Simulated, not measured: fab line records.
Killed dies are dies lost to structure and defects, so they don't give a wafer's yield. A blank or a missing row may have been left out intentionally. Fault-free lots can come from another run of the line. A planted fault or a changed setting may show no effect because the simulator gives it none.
Split-lot trial	flow n5-finfet	on a route of 1938 steps: 7 lots, 39 wafers read

THE SPLIT ITSELF
At N5_SD_EPI_N_DESCUM_14 (chemistry O2, time 7.9 s), the setting time-s was moved away from the recipe's 7.9 s on 12 of the 39 wafers read, by -51.4% to +34.9%. The other wafers ran this setting at the recipe's value.

The file shows no step between the split and the reading.

THE READING
CAR-ArF-block_of_SD_EPI_N_COAT_03.thk-nm (the simulator's own value, which no gauge read), in nm, at N5_SD_EPI_N_ETCH_34 (etches SiARC in CF4, target depth 45.5 nm, time 75.8 s). There is no usual value for it anywhere in the file. Here, 27 wafers ran the recipe; their average is 111.1 nm with a standard deviation of 0.5 nm.

wafer	tool, chamber at the split	time-s as run, s	against the recipe	CAR-ArF-block_of_SD_EPI_N_COAT_03.thk-nm, nm	against lot-mates on the recipe
L077.1	rie-diel-01, 1	7.9	recipe	110.6	-
L077.2	rie-diel-01, 0	7.9	recipe	111.2	-
L077.3	rie-diel-01, 3,1	3.843	-51.4%	113.6	+2.5
L077.6	rie-diel-01, 3,1	3.843	-51.4%	113.6	+2.5
L077.4	rie-diel-01, 3	7.9	recipe	111.4	-
L077.5	rie-diel-01, 0	3.843	-51.4%	113.8	+2.7
L079.3	rie-diel-03, 2	7.9	recipe	111	-
L079.4	rie-diel-03, 1	7.9	recipe	110.6	-
L079.5	rie-diel-03, 2	7.9	recipe	110.8	-
L078.1	rie-diel-01, 3	10.1	+27.8%	109.4	-1.5
L078.4	rie-diel-01, 2	10.1	+27.8%	109.4	-1.5
L078.2	rie-diel-01, 1	7.9	recipe	110.8	-
L078.6	rie-diel-01, 1	7.9	recipe	110.8	-
L078.3	rie-diel-01, 0	10.1	+27.8%	109.6	-1.3
L078.5	rie-diel-01, 2	7.9	recipe	111.2	-
L081.1	rie-diel-03, 0,1,1,2	7.9	recipe	111.6	-
L081.3	rie-diel-03, 0,1,1,2	7.9	recipe	111.6	-
L081.4	rie-diel-03, 0,1,1,2	7.9	recipe	111.6	-
L081.6	rie-diel-03, 0	7.9	recipe	111.6	-
L081.2	rie-diel-03, 2	7.9	recipe	112	-
L081.5	rie-diel-03, 0,1,1,2	7.9	recipe	111.4	-
L086.1	rie-diel-01, 2,3,2	10.66	+34.9%	110	-1.5
L086.3	rie-diel-01, 2,3,2	10.66	+34.9%	110	-1.5
L086.6	rie-diel-01, 2,3,2	10.66	+34.9%	110	-1.5
L086.2	rie-diel-01, 1	7.9	recipe	111	-
L086.4	rie-diel-01, 0	7.9	recipe	112	-
L086.5	rie-diel-01, 1	7.9	recipe	111.4	-
L087.1	rie-diel-03, 2,0,3	7.9	recipe	110.4	-
L087.2	rie-diel-03, 2,0,3	7.9	recipe	110.4	-
L087.4	rie-diel-03, 2,0,3	7.9	recipe	110.4	-
L087.3	rie-diel-03, 1	7.9	recipe	110.2	-
L087.6	rie-diel-03, 1	7.9	recipe	110.2	-
L087.5	rie-diel-03, 0	7.9	recipe	110.8	-
L096.1	rie-diel-01, 1,0	7.9	recipe	111.2	-
L096.4	rie-diel-01, 3	7.9	recipe	111.2	-
L096.2	rie-diel-01, 2	4.692	-40.6%	113.4	+2.3
L096.3	rie-diel-01, 0	4.692	-40.6%	112.8	+1.7
L096.5	rie-diel-01, 3	4.692	-40.6%	113	+1.9
L096.6	rie-diel-01, 1,0	7.9	recipe	111	-
Rows listing several chambers each stand for several wafers; the file does not say which wafer went through which chamber.

THE FIT
A straight line over all 39 wafers: CAR-ArF-block_of_SD_EPI_N_COAT_03.thk-nm changes by -0.0471 nm for each +1% of time-s; r = -0.91; the points scatter about the line by 0.48 nm.
The same after taking each lot's own level away (the mean of its wafers on the recipe; 39 wafers): -0.0483 nm for each +1%; r = -0.98; scatter 0.23 nm.
Per that fit: largest time-s move, reading shift of 2.5 nm.
The lots' own levels span 110.40 to 111.63 nm, that is 2.4 times the standard deviation above.
Hence the lot-to-lot level has little effect on the slope; both slopes agree.
Check: for one of the wafers moved furthest among these (-51.4%), held out of the fit, the line's prediction against its lot-mates is +2.49 nm. Against them it came out at +2.53 nm.

THESE WAFERS: OTHER SPLITS
Before the reading, these wafers also passed through other splits. Each is held against what the fit with the lots' levels taken away leaves over:
other split on the same wafers	wafers away from the commonest value	r with CAR-ArF-block_of_SD_EPI_N_COAT_03.thk-nm (lot level and that fit taken away)
N5_FIN_SAQP_HM_DEP_72 target-thk-a	18	-0.06

THE WHOLE CHAIN: every reading that the file lists as answering this split, in the file's order
step	what it does	reading	change (the file's fit)	r (the file's)
N5_SD_EPI_N_DESCUM_14	chemistry O2, time 7.9 s	CAR-ArF-block_of_SD_EPI_N_COAT_03.thk-nm (the simulator's own value, which no gauge read)	-0.0508 nm for each +1% of the setting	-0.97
N5_SD_EPI_N_ETCH_34	etches SiARC in CF4, target depth 45.5 nm, time 75.8 s	CAR-ArF-block_of_SD_EPI_N_COAT_03.thk-nm (the simulator's own value, which no gauge read)	-0.0484 nm for each +1% of the setting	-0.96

FILE'S OWN FIT
CAR-ArF-block_of_SD_EPI_N_COAT_03.thk-nm changes by -0.0484 nm for each +1% of time-s, r = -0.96.
